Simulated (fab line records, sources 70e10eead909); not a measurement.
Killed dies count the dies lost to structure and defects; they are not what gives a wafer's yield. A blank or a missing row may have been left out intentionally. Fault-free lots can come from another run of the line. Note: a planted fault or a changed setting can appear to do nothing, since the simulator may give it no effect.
A single fault, viewed from 3 desks	flow nand_harc	each desk holds nothing but its own numbers, with what lay behind them at the end

== THE TOOL OWNER'S DESK: krf_scanner-04 ==
The tool's own readings at NHARC_P_ZERO_WELL_EXPOSE_49 (exposes mask P HVPW, target cd 2000 nm): means of the sampled wafers that have a number, for each lot that ran on this tool. Any lot whose mean is over 4 standard deviations away from the usual mean is out of limits and marked OUT; that distance is given in the brackets.
Columns: A = exposure_dose_mJ_cm2 at NHARC_P_ZERO_WELL_EXPOSE_49, usual 22.637; B = focus_offset_nm at NHARC_P_ZERO_WELL_EXPOSE_49, usual 0.0 nm
lot	first seen here	A	B
L712	day 2 21:43	22.661	-0.4
L725	day 8 08:19	22.639	-0.1
L727	day 9 03:43	22.660	-0.4
L730	day 10 09:28	22.635	-0.7
Finding of this desk: none of the 4 lots has anything out of limits.

== THE DEFECT DESK ==
Per lot, the means of the sampled wafers with a number show what the inspections along the route counted. Any lot whose mean is over 4 standard deviations away from the usual mean is out of limits and marked OUT; that distance is given in the brackets.
Columns: A = raw_defect_count at NHARC_P_ZERO_WELL_INSPECT_43, usual 12
lot	first seen here	A
L710	day 2 03:21	10
L712	day 2 23:41	8
L717	day 5 01:32	1119 (+99 or more) OUT
L718	day 5 11:34	1076 (+99 or more) OUT
L724	day 7 23:44	10
L725	day 8 10:17	9
L726	day 8 19:40	21
L727	day 9 05:41	13
L730	day 10 11:26	20
L732	day 11 07:38	14
L733	day 11 17:32	9
Finding of this desk: L717, L718 out of limits; the first was L717 at day 5 01:32, on raw_defect_count at NHARC_P_ZERO_WELL_INSPECT_43. Within limits: L710, L712, L724, L725, L726, L727, L730, L732, L733.

== AT THE METROLOGY DESK ==
Means of the sampled wafers that have a number, per lot and without regard to the tool the lot ran on: this is what the gauges read. Any lot whose mean is over 4 standard deviations away from the usual mean is out of limits and marked OUT; that distance is given in the brackets.
Columns: A = cd_nm at NHARC_P_ZERO_WELL_CD_MEAS_52, usual 2000.2 nm; B = overlay_x_nm at NHARC_P_STI_OVL_MEAS_10, usual 0 nm; C = overlay_y_nm at NHARC_P_STI_OVL_MEAS_10, usual -1 nm
lot	first seen here	A	B	C
L710	day 2 01:34	2002.0	1	-4
L712	day 2 21:52	1998.2	-11	6
L724	day 7 21:50	2002.3	1	-2
L725	day 8 08:28	2000.9	5	3
L726	day 8 17:47	2000.0	-6	-7
L727	day 9 03:52	1999.0	-5	-5
L730	day 10 09:37	1998.5	-19	-1
L732	day 11 05:49	1999.9	4	3
L733	day 11 15:44	1998.8	-8	1
Finding of this desk: none of the 9 lots has anything out of limits.

== BROUGHT TOGETHER ==
The defect desk could have raised an alarm at day 5 01:32, on L717, L718.
The tool owner's desk saw nothing out of limits.
The metrology desk saw nothing out of limits.
The tool owner's desk has no number on record for L717, L718.
The metrology desk has no number on record for L717, L718.
Every lot named ran NHARC_P_ZERO_WELL_EXPOSE_49 on krf_scanner-04.

== WHAT HAD BEEN PUT IN BY THE SIMULATOR ==
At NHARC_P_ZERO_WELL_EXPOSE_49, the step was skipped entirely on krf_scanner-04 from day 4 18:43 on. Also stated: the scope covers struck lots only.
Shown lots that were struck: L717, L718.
Hours from the fault's start to each desk's first reading out of limits: the defect desk, 7.
